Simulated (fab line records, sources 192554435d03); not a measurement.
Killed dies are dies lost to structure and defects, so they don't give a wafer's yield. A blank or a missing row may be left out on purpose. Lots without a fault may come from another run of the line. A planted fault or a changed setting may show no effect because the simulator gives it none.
fab line records | flow n5_finfet
record lots=7 wafers=39
route steps=1938 shown FIN_SAQP@94 DUMMY_GATE@243 SD_EPI_N@293 SD_EPI_P@321 HKMG_FIN@435 MOL_CONTACT_COAG@562
start_h: hours from the record's first day to the start of the lot's first wafer shown | wait_h: hours since the lot's step before | " the same as in the row above | L1.1+2: a row that stands for several wafers | - no value, or no start given | * or withheld: withheld | < > ~ a bound
route shown NAME@n: a module of which the file shows steps, and the number in the route of the first | usual: mean/standard deviation of fault-free wafers | same: alike in all rows | chamber/n: place in a boat | sites: the reading at each site | _std_site: their standard deviation | _edge_site: outer sites' mean less inner sites' | radius_mm: how far each site lies from the wafer's centre | mask NAME#n: copy n | behind: the tool/chamber that last shaped the wafer | hold: why the lot was held/for how many hours/how that ended | device: the transistor (n, p or np) that didn't switch | end of line: the same wafers' tests at the end of the route | a step without rows: its recipe alone | killed: dies lost to structure and defects at the first sort, not the wafer's yield | map: a wafer's dies, x killed, . not, _ none there
set.NAME: the setting as run; set.NAME@STEP: as run at that earlier step | model.NAME: the simulator's own value behind a step, which no gauge read
lots whose settings were changed on purpose; a table a step, a row a wafer
## steps
# step N5_FIN_SAQP_ALD_61
# recipe material=SiO2 target_thk_a=40 temp_c=300 ald_precursor_family=BDEAS ald_co_reactant=O2-plasma pulse_time_s=1 purge_time_s=2 co_reactant_purge_time_s=2 ald_cycles=43 pressure_torr=2
# columns lot.wafer tool chamber start_h wait_h set.temp_c model.SiO2_of_FIN_SAQP_ALD_61.thk_nm
L074.1 ald_sin-04 1 20.07 0.0 304.7 3.991
L074.2 " 2 " " 304.7 3.944
L074.3 " 3 " " 300 4.017
L074.4 " 2 " " 300 3.99
L074.5 " 3 " " 300 4.02
L074.6 " 1 " " 304.7 3.955
L075.2 ald_sin-04 1 28.08 1.2 300 3.995
L075.3 " 2 " " 300 3.98
L075.5 " 1 " " 300 4.014
L076.1 ald_sin-01 2 32.14 0.0 300 3.991
L076.2 " 0 " " 313.3 3.94
L076.3 " 1 " " 313.3 3.932
L076.4 " 2 " " 313.3 3.902
L076.5 " 0 " " 300 4.015
L076.6 " 1 " " 300 4.012
L079.1 ald_sin-04 2 50.89 0.0 311.6 3.889
L079.2 " 3 " " 300 3.997
L079.3 " 1 " " 300 3.979
L079.4 " 0 " " 300 3.994
L079.5 " 1 " " 311.6 3.924
L079.6 " 2 " " 311.6 3.906
L087.1 ald_sin-01 3 101.08 0.0 300 3.969
L087.2 " 2 " " 296.3 4.072
L087.3 " 1 " " 300 4.03
L087.4 " 0 " " 300 4.022
L087.5 " 3 " " 296.3 4.027
L087.6 " 0 " " 296.3 4.067
L089.1 ald_sin-01 2 110.71 0.3 300 3.994
L089.2 " 3 " " 300 3.947
L089.3 " 0 " " 300 4.012
L089.4 " 1 " " 300 4.017
L089.5 " 2 " " 300 4.008
L089.6 " 1 " " 300 3.998
L094.1 ald_sin-03 2 140.57 0.0 289.3 4.156
L094.2 " 3 " " 300 3.976
L094.3 " 0 " " 289.3 4.141
L094.4 " 1 " " 300 3.993
L094.5 " 1 " " 289.3 4.147
L094.6 " 0 " " 300 3.984
# step N5_FIN_SAQP_ETCH_65
# recipe chemistry=CF4 target=SiO2 target_depth_a=40 ion_energy_ev=350 time_s=4.4 pressure_mtorr=10 icp_w=800 bias_w=400 cf4_flow_sccm=80
# columns lot.wafer tool chamber start_h wait_h set.time_s model.etch.depth_nm
L074.1 rie_si-05 3 25.13 0.1 4.4 3.92
L074.2 " 1 " " 4.4 4.008
L074.3 " 2 " " 5.204 4.539
L074.4 " 0 " " 4.4 4.083
L074.5 " 1 " " 5.204 4.73
L074.6 " 0 " " 5.204 4.834
L075.2 rie_si-05 1 31.61 0.1 4.4 3.969
L075.3 " 0 " " 4.4 4.107
L075.5 " 0 " " 4.4 4.094
L076.1 rie_si-03 2 35.98 0.1 4.4 4.042
L076.2 " 3 " " 3.619 3.306
L076.3 " 1 " " 3.619 3.337
L076.4 " 0 " " 4.4 3.9
L076.5 " 1 " " 3.619 3.369
L076.6 " 0 " " 4.4 3.893
L079.1 rie_si-03 1 55.13 0.1 4.4 4.128
L079.2 " 2 " " 4.4 4.073
L079.3 " 0 " " 4.4 3.948
L079.4 " 3 " " 4.4 4.077
L079.5 " 3 " " 4.4 4.088
L079.6 " 2 " " 4.4 4.121
L087.1 rie_si-03 3 104.59 0.1 4.4 4.11
L087.2 " 1 " " 4.4 4.14
L087.3 " 2 " " 4.4 4.132
L087.4 " 1 " " 4.4 4.146
L087.5 " 2 " " 4.4 4.124
L087.6 " 3 " " 4.4 4.104
L089.1 rie_si-03 0 114.06 0.1 3.556 3.257
L089.2 " 2 " " 4.4 4.096
L089.3 " 1 " " 3.556 3.342
L089.4 " 3 " " 4.4 4.11
L089.5 " 0 " " 3.556 3.218
L089.6 " 1 " " 4.4 4.143
L094.1 rie_si-05 0 144.85 0.1 4.4 4.143
L094.2 " 3 " " 4.4 3.924
L094.3 " 2 " " 4.859 4.308
L094.4 " 1 " " 4.859 4.4
L094.5 " 1 " " 4.4 4.009
L094.6 " 2 " " 4.859 4.336
# step N5_DUMMY_GATE_ETCH_31
# recipe chemistry=C4F6/O2 target=SiO2 mask_material=SOC target_depth_a=825 time_s=27.5 ion_energy_ev=250 pressure_mtorr=30 source_w=345 bias_w=185 Ar_flow_sccm=300 C4F6_flow_sccm=10 O2_flow_sccm=10
# columns lot.wafer tool chamber start_h wait_h set.target_depth_a model.etch.depth_nm model.SOC_of_DUMMY_GATE_COAT_34.thk_nm
L074.1 rie_diel-03 0 49.21 0.0 825 82.19 51.6
L074.2 " 1 " " 825 81.32 51.6
L074.3 " 2 " " 825 79.59 52
L074.4 " 3 " " 825 82.54 52
L074.5 " 3 " " 825 83.19 51.8
L074.6 " 2 " " 825 79.17 52.2
L075.2 rie_diel-01 2 53.85 0.0 825 80.95 51.8
L075.3 " 0 " " 825 80.07 52
L075.5 " 0 " " 825 80.02 52
L076.1 rie_diel-01 1 62.56 0.1 864.2 86.75 51.4
L076.2 " 0 " " 825 80.29 51.6
L076.3 " 2 " " 864.2 83.55 51.2
L076.4 " 3 " " 864.2 87.12 51
L076.5 " 3 " " 825 83.29 51.6
L076.6 " 2 " " 825 80.06 51.8
L079.1 rie_diel-03 2 76.71 0.0 870.3 85.14 51.6
L079.2 " 0 " " 825 82.29 51.8
L079.3 " 1 " " 870.3 85.18 51.6
L079.4 " 3 " " 825 83.2 51.8
L079.5 " 0 " " 825 82.67 52
L079.6 " 1 " " 870.3 85.83 51.6
L087.1 rie_diel-06 2 129.09 0.0 825 83.15 51.6
L087.2 " 1 " " 732.5 73.4 52.8
L087.3 " 3 " " 825 85.16 51.4
L087.4 " 0 " " 732.5 74.85 52.6
L087.5 " 0 " " 825 83.99 51.4
L087.6 " 1 " " 732.5 73.61 52.6
L089.1 rie_diel-01 2 137.06 0.0 825 80.04 52
L089.2 " 3 " " 914.6 91.27 50.6
L089.3 " 0 " " 914.6 88.99 51
L089.4 " 1 " " 825 84 51.6
L089.5 " 0 " " 914.6 88.3 51
L089.6 " 1 " " 825 83.64 52
L094.1 rie_diel-06 0 169.11 0.0 892.5 90.93 50.8
L094.2 " 3 " " 825 84.98 51.2
L094.3 " 2 " " 892.5 90.51 50.8
L094.4 " 1 " " 892.5 88.5 51.2
L094.5 " 1 " " 825 82.55 51.6
L094.6 " 0 " " 825 84.01 51.2
# step N5_DUMMY_GATE_ETCH_32
# recipe chemistry=CF4 target=SiO2 target_depth_a=35 time_s=3.9 ion_energy_ev=350 pressure_mtorr=10 icp_w=800 bias_w=400 cf4_flow_sccm=80
# columns lot.wafer tool chamber start_h wait_h set.time_s model.etch.depth_nm
L074.1 rie_si-01 0 49.46 0.1 3.9 3.416
L074.2 " 2 " " 4.624 4.212
L074.3 " 1 " " 4.624 4.137
L074.4 " 3 " " 3.9 3.383
L074.5 " 2 " " 4.624 4.229
L074.6 " 1 " " 3.9 3.512
L075.2 rie_si-01 2 54.09 0.1 3.9 3.533
L075.3 " 1 " " 3.9 3.469
L075.5 " 1 " " 3.9 3.463
L076.1 rie_si-06 1 62.81 0.1 3.9 3.478
L076.2 " 0 " " 3.9 3.32
L076.3 " 3 " " 3.9 3.74
L076.4 " 3 " " 3.9 3.76
L076.5 " 0 " " 3.9 3.35
L076.6 " 1 " " 3.9 3.49
L079.1 rie_si-04 3 76.95 0.1 4.492 3.994
L079.2 " 0 " " 4.492 4.06
L079.3 " 1 " " 3.9 3.34
L079.4 " 2 " " 3.9 3.502
L079.5 " 3 " " 3.9 3.431
L079.6 " 0 " " 4.492 4.031
L087.1 rie_si-01 3 129.34 0.1 3.9 3.236
L087.2 " 0 " " 2.978 2.564
L087.3 " 1 " " 2.978 2.611
L087.4 " 2 " " 3.9 3.465
L087.5 " 0 " " 3.9 3.343
L087.6 " 1 " " 2.978 2.592
L089.1 rie_si-04 3 137.31 0.1 4.434 3.893
L089.2 " 2 " " 3.9 3.518
L089.3 " 0 " " 4.434 4
L089.4 " 1 " " 4.434 3.877
L089.5 " 2 " " 3.9 3.503
L089.6 " 3 " " 3.9 3.436
L094.1 rie_si-01 0 169.36 0.1 3.9 3.481
L094.2 " 2 " " 3.9 3.574
L094.3 " 1 " " 3.084 2.766
L094.4 " 3 " " 3.084 2.641
L094.5 " 2 " " 3.084 2.802
L094.6 " 3 " " 3.9 3.31
# step N5_SD_EPI_N_LINER_46
# recipe material=SiNx target_thk_a=30 temp_c=400 ald_precursor_family=SiH2I2 ald_co_reactant=N2/H2-plasma pressure_torr=2
# columns lot.wafer tool chamber start_h wait_h set.target_thk_a model.SiNx_of_SD_EPI_N_LINER_46.thk_nm
L074.1+2+3+4+5+6 ald_sin-03 1,2,3,0,0,1 54.76 0.2 30 3
L075.2+3+5 ald_sin-01 0,3,3 59.59 0.2 30 3
L076.1+3+5 ald_sin-03 3,1,3 68.71 0.5 30 3
L076.2+4+6 " 2,0,0 " " 25.4 2.6
L079.1+3+4 ald_sin-03 0,3,2 82.60 0.4 33.53 3.4
L079.2+5+6 " 1,0,3 " " 30 3
L087.1+2+6 ald_sin-04 3,0,3 135.60 0.2 32.57 3.2
L087.3+4+5 " 2,1,2 " " 30 3
L089.1+2+3+4+5+6 ald_sin-04 0,2,1,3,1,0 143.58 0.5 30 3
L094.1+5+6 ald_sin-03 0,2,3 174.74 0.2 32.87 3.2
L094.2+3+4 " 3,1,2 " " 30 3
# step N5_SD_EPI_P_EPI_21
# recipe material=SiGe:B dopant=B temp_c=550 pressure_torr=20 ambient=H2 time_s=355
# columns lot.wafer tool chamber start_h wait_h set.temp_c model.SiGe-B_of_SD_EPI_P_EPI_21.thk_nm
L074.1 epi_rpcvd-01 0 56.78 0.1 547.5 58
L074.2 " 0 " " 550 60.4
L074.3 " 0 " " 550 61
L074.4 " 0 " " 547.5 58.4
L074.5 " 0 " " 547.5 57.8
L074.6 " 0 " " 550 60.8
L075.2+3 epi_rpcvd-01 0 62.04 0.5 550 61.2
L075.5 " 0 63.12 1.5 550 61.8
L076.1 epi_rpcvd-02 0 72.06 0.1 550 60
L076.2 " 0 " " 550 60.2
L076.3 " 0 " " 550 60.4
L076.4 " 0 " " 551.2 61.4
L076.5 " 0 " " 551.2 62.6
L076.6 " 0 " " 551.2 62.4
L079.1 epi_rpcvd-01 0 84.72 0.1 547 58.2
L079.2 " 0 " " 550 62
L079.3 " 0 " " 550 61.8
L079.4 " 0 " " 547 57.2
L079.5 " 0 " " 550 60.6
L079.6 " 0 " " 547 57.8
L087.1+5 epi_rpcvd-02 0 137.82 0.2 551.7 64.4
L087.2 " 0 " " 550 62.2
L087.3 " 0 " " 550 61.6
L087.4 " 0 " " 550 61.2
L087.6 " 0 " " 551.7 64
L089.1 epi_rpcvd-04 0 145.67 0.1 548.9 59.8
L089.2 " 0 " " 548.9 60.4
L089.3 " 0 " " 548.9 60
L089.4 " 0 " " 550 61.8
L089.5 " 0 " " 550 62.6
L089.6 " 0 " " 550 61.4
L094.1 epi_rpcvd-01 0 176.83 0.1 548.7 58.4
L094.2 " 0 " " 550 59.4
L094.3 " 0 " " 550 60.2
L094.4+6 " 0 " " 548.7 58
L094.5 " 0 " " 550 59.8
# step N5_SD_EPI_P_HM_STRIP_48
# recipe chemistry=H3PO4 temp_c=160 material=SiNx target=SiNx target_depth_a=30 overetch_fraction=0.3
# columns lot.wafer tool chamber start_h wait_h set.temp_c@SD_EPI_P_EPI_21 model.SiGe-B_of_SD_EPI_P_EPI_21.thk_nm
L074.1 wet_bench-05 4 59.01 0.0 547.5 57.8
L074.2 " 7 " " 550 60
L074.3 " 6 " " 550 60.8
L074.4 " 5 " " 547.5 58
L074.5 " 1 " " 547.5 57.4
L074.6 " 0 " " 550 60.4
L075.2+3 wet_bench-02 5,7 63.91 0.0 550 60.8
L075.5 " 1 " " 550 61.4
L076.1 wet_bench-02 7 74.29 0.0 550 59.6
L076.2 " 4 " " 550 60
L076.3 " 0 " " 550 60.2
L076.4 " 6 " " 551.2 61
L076.5 " 3 " " 551.2 62.2
L076.6 " 5 " " 551.2 62
L079.1 wet_bench-05 7 86.95 0.0 547 57.8
L079.2 " 1 " " 550 61.8
L079.3 " 2 " " 550 61.6
L079.4 " 5 " " 547 57
L079.5 " 6 " " 550 60.4
L079.6 " 0 " " 547 57.6
L087.1 wet_bench-05 4 140.77 0.0 551.7 64
L087.2 " 3 " " 550 62
L087.3 " 5 " " 550 61.2
L087.4 " 0 " " 550 60.8
L087.5 " 7 " " 551.7 64.2
L087.6 " 6 " " 551.7 63.8
L089.1+3 wet_bench-05 0,3 147.90 0.0 548.9 59.6
L089.2 " 1 " " 548.9 60
L089.4 " 7 " " 550 61.6
L089.5 " 4 " " 550 62.2
L089.6 " 2 " " 550 61
L094.1 wet_bench-05 5 179.06 0.0 548.7 58.2
L094.2 " 0 " " 550 59.2
L094.3 " 1 " " 550 60
L094.4 " 4 " " 548.7 57.6
L094.5 " 6 " " 550 59.6
L094.6 " 7 " " 548.7 57.8
# step N5_HKMG_FIN_ETCH_32
# recipe chemistry=N2/H2 target=SOC target_depth_a=2400 temp_c=40 time_s=300 ion_energy_ev=200 mask_material=SiARC pressure_mtorr=30 source_w=840 bias_w=150 n2_flow_sccm=200 h2_flow_sccm=200
# columns lot.wafer tool chamber start_h wait_h set.target_depth_a model.SiARC_of_HKMG_FIN_COAT_30.thk_nm
L074.1 rie_diel-02 3 79.35 0.0 2400 22.8
L074.2+4 " 2,1 " " 2544 21.4
L074.3 " 0 " " 2400 21.8
L074.5 " 0 " " 2400 22
L074.6 " 1 " " 2544 21.6
L075.2+5 rie_diel-04 2,3 80.94 0.0 2400 21.8
L075.3 " 0 " " 2400 21.2
L076.1+4 rie_diel-02 1,2 92.11 0.0 2322 22.8
L076.2 " 0 " " 2322 22.4
L076.3 " 3 " " 2400 23
L076.5+6 " 0,1 " " 2400 22.2
L079.1+2+3 rie_diel-05 2,1,0 106.71 0.0 2400 21.8
L079.4 " 1 " " 2190 22.8
L079.5+6 " 0,2 " " 2190 23
L087.1 rie_diel-04 0 158.19 0.0 2400 21.4
L087.2 " 1 " " 2400 21.8
L087.3 " 2 " " 2251 23
L087.4 " 3 " " 2400 21.6
L087.5 " 0 " " 2251 22.4
L087.6 " 1 " " 2251 22.8
L089.1 rie_diel-04 0 164.94 0.0 2620 20
L089.2 " 2 " " 2620 21
L089.3 " 1 " " 2400 21.8
L089.4 " 3 " " 2400 21.6
L089.5 " 0 " " 2400 21.4
L089.6 " 3 " " 2620 20.4
L094.1 rie_diel-02 2 197.06 0.0 2200 23.2
L094.2+5 " 0,1 " " 2400 21.8
L094.3+6 " 1,0 " " 2200 23
L094.4 " 2 " " 2400 22.2
# step N5_MOL_CONTACT_COAG_ALD_123
# recipe material=SiNx target_thk_a=50 temp_c=400 ald_precursor_family=SiH2I2 ald_co_reactant=N2/H2-plasma pulse_time_s=1 purge_time_s=2 co_reactant_purge_time_s=2 ald_cycles=100 pressure_torr=2
# columns lot.wafer tool chamber start_h wait_h set.ald_cycles model.SiNx_of_MOL_CONTACT_COAG_ALD_123.thk_nm
L074.1+3+4 ald_sin-03 0,1,3 103.88 0.0 100 5
L074.2 " 2 " " 86 4.4
L074.5+6 " 0,3 " " 86 4.2
L075.2+3+5 ald_sin-04 2,0,0 107.59 0.0 100 5
L076.1+2+3+4+5+6 ald_sin-03 3,0,2,1,0,1 112.24 0.0 100 5
L079.1+4+5 ald_sin-01 1,0,0 129.43 0.0 117 5.8
L079.2+3+6 " 3,2,1 " " 100 5
L087.1+2+3+4+5+6 ald_sin-01 2,0,1,3,2,1 179.05 0.0 100 5
L089.1+4+5 ald_sin-03 3,2,3 187.43 0.3 100 5
L089.2+3+6 " 1,0,0 " " 95 4.8
L094.1+2+5 ald_sin-03 1,0,0 218.30 0.0 100 5
L094.3+4+6 " 2,3,3 " " 84 4.2
# step N5_MOL_CONTACT_COAG_PECVD_31
# recipe material=SiO2 target_thk_a=460 temp_c=400 precursor=TEOS/O2 pressure_torr=6.5 rf_w=withheld teos_flow_sccm=withheld gas=O2 flow_sccm=2650 time_s=8.9
# step N5_MOL_CONTACT_COAG_COAT_75
# recipe resist=SOC temp_c=250 time_s=60 spin_rpm=1500 resist_thk_nm=60
# step N5_MOL_CONTACT_COAG_STRIP_120
# recipe chemistry=CHF3 resist=SiARC rf_frequency_hz=6e+07
# step N5_MOL_CONTACT_COAG_VIA_ETCH_117
# recipe chemistry=C4F6/O2 target_depth_a=400 overetch_a=80 mask_material=SOC target=SiO2 bias_w=455 pressure_mtorr=10 time_s=26 source_w=325 Ar_flow_sccm=300 C4F6_flow_sccm=10 O2_flow_sccm=10 ion_energy_ev=575.3 ends=end_point
# step N5_MOL_CONTACT_COAG_ETCH_124
# recipe chemistry=CH3F/O2 target=SiNx target_depth_a=65 mask_material=SOC stop_on=SiOC over_etch_frac=0.3 ion_energy_ev=120 pressure_mtorr=30 source_w=395 bias_w=73 Ar_flow_sccm=150 CH3F_flow_sccm=30 O2_flow_sccm=20 ends=end_point
# columns lot.wafer tool chamber start_h wait_h set.ald_cycles@MOL_CONTACT_COAG_ALD_123 model.etch.depth_nm
L074.1 rie_diel-04 2 106.79 0.0 100 4.973
L074.2 " 0 " " 86 4.325
L074.3 " 3 " " 100 4.95
L074.4 " 0 " " 100 4.982
L074.5 " 2 " " 86 4.251
L074.6 " 3 " " 86 4.263
L075.2 rie_diel-04 3 110.55 0.0 100 5.05
L075.3 " 2 " " 100 5.008
L075.5 " 3 " " 100 5.01
L076.1 rie_diel-05 1 115.04 0.0 100 4.994
L076.2 " 0 " " 100 4.962
L076.3 " 2 " " 100 5.011
L076.4 " 1 " " 100 4.987
L076.5 " 2 " " 100 4.999
L076.6 " 0 " " 100 4.966
L079.1 rie_diel-02 2 132.66 0.0 117 5.812
L079.2 " 0 " " 100 4.963
L079.3 " 3 " " 100 5.001
L079.4 " 2 " " 117 5.78
L079.5 " 0 " " 117 5.783
L079.6 " 3 " " 100 4.932
L087.1 rie_diel-04 3 182.42 0.0 100 5.026
L087.2 " 2 " " 100 4.99
L087.3+4 " 0 " " 100 4.953
L087.5 " 2 " " 100 4.999
L087.6 " 3 " " 100 4.963
L089.1 rie_diel-02 0 190.15 0.0 100 4.995
L089.2 " 2 " " 95 4.748
L089.3 " 3 " " 95 4.761
L089.4 " 1 " " 100 5.012
L089.5 " 3 " " 100 4.977
L089.6 " 0 " " 95 4.734
L094.1 rie_diel-02 0 221.18 0.0 100 4.996
L094.2 " 1 " " 100 5.025
L094.3 " 3 " " 84 4.194
L094.4 " 0 " " 84 4.226
L094.5 " 1 " " 100 5.02
L094.6 " 3 " " 84 4.207
## key
split step=N5_FIN_SAQP_ALD_61 setting=temp_c stated=300 by=wafer
response step=N5_FIN_SAQP_ALD_61 reading=model.SiO2_of_FIN_SAQP_ALD_61.thk_nm change=-0.0273 per=1% r=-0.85
split step=N5_FIN_SAQP_ETCH_65 setting=time_s stated=4.4 by=wafer
response step=N5_FIN_SAQP_ETCH_65 reading=model.etch.depth_nm change=+0.0383 per=1% r=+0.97
split step=N5_DUMMY_GATE_ETCH_31 setting=target_depth_a stated=825 by=wafer
response step=N5_DUMMY_GATE_ETCH_31 reading=model.etch.depth_nm change=+0.76 per=1% r=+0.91
response step=N5_DUMMY_GATE_ETCH_31 reading=model.SOC_of_DUMMY_GATE_COAT_34.thk_nm change=-0.0861 per=1% r=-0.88
split step=N5_DUMMY_GATE_ETCH_32 setting=time_s stated=3.9 by=wafer
response step=N5_DUMMY_GATE_ETCH_32 reading=model.etch.depth_nm change=+0.0353 per=1% r=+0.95
split step=N5_SD_EPI_N_LINER_46 setting=target_thk_a stated=30 by=wafer
response step=N5_SD_EPI_N_LINER_46 reading=model.SiNx_of_SD_EPI_N_LINER_46.thk_nm change=+0.0269 per=1% r=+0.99
split step=N5_SD_EPI_P_EPI_21 setting=temp_c stated=550 by=wafer
response step=N5_SD_EPI_P_EPI_21 reading=model.SiGe-B_of_SD_EPI_P_EPI_21.thk_nm change=+7.05 per=1% r=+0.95
response step=N5_SD_EPI_P_HM_STRIP_48 reading=model.SiGe-B_of_SD_EPI_P_EPI_21.thk_nm change=+7.11 per=1% r=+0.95
split step=N5_HKMG_FIN_ETCH_32 setting=target_depth_a stated=2400 by=wafer
response step=N5_HKMG_FIN_ETCH_32 reading=model.SiARC_of_HKMG_FIN_COAT_30.thk_nm change=-0.133 per=1% r=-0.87
split step=N5_MOL_CONTACT_COAG_ALD_123 setting=ald_cycles stated=100 by=wafer
response step=N5_MOL_CONTACT_COAG_ALD_123 reading=model.SiNx_of_MOL_CONTACT_COAG_ALD_123.thk_nm change=+0.0492 per=1% r=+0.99
response step=N5_MOL_CONTACT_COAG_ETCH_124 reading=model.etch.depth_nm change=+0.0493 per=1% r=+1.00
